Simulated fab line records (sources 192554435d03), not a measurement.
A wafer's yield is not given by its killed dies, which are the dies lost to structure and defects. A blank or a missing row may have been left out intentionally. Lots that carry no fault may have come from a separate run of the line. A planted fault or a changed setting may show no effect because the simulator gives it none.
The tool behind it: which one? :: flow n5 finfet :: 12 lots (36 wafers sampled), 1 step of a 1938-step route

== WHAT THE GAUGES SHOWED, per wafer ==
N5_BEOL_M4_OVL_MEAS_29.
lot: L074
measured: day 7 11:53
on: overlay-02
V3_OVL (nm): -0.4 0.5 0.4

lot: L077
measured: day 8 11:05
on: overlay-02
V3_OVL (nm): 0.6 0.5 1.0

lot: L079
measured: day 8 16:49
on: overlay-02
V3_OVL (nm): -0.2 0.9 0.2

lot: L081
measured: day 9 15:32
on: overlay-01
V3_OVL (nm): -0.4 -0.4 0.2

lot: L083
measured: day 9 18:14
on: overlay-01
V3_OVL (nm): -0.2 0.2 0.1

lot: L086
measured: day 10 07:47
on: overlay-02
V3_OVL (nm): -0.7 0.0 -0.2

lot: L085
measured: day 10 20:08
on: overlay-02
V3_OVL (nm): 0.5 1.2 0.8

lot: L089
measured: day 11 09:02
on: overlay-01
V3_OVL (nm): -0.1 1.3 0.6

lot: L091
measured: day 11 18:12
on: overlay-02
V3_OVL (nm): 0.1 0.2 0.2

lot: L094
measured: day 12 20:02
on: overlay-01
V3_OVL (nm): 0.3 0.9 0.3

lot: L095
measured: day 13 04:58
on: overlay-01
V3_OVL (nm): 0.3 0.3 0.0

lot: L097
measured: day 14 01:43
on: overlay-02
V3_OVL (nm): -0.9 -1.4 -0.3

== WHAT TOOL EACH LOT RAN ON (gives the tool, then ch and the chambers of the sampled wafers, and finally the start) ==
Record: no process step prior to these readings.

== THE ANSWER, worked out from the rows above alone ==
Rule: the lots themselves supply what counts as usual. The widest of any qualifying gaps counts: lots, ordered by their means at a reading, are off when they make up no more than a third of the lots, leave a main group of 4 or more, and stand apart from it by 3 or more times the standard deviation of that group's means. If all means in a main group match to the digits the tables above print for the reading, that group is not used. Also off: a lot with no number at a reading for which 4 or more lots have one. Where the step has rows for the other lots, those lots are counted as sound.
Nothing can be told from this: no lot is off at any reading shown.

== WHAT THE SIMULATOR HAD INSERTED ==
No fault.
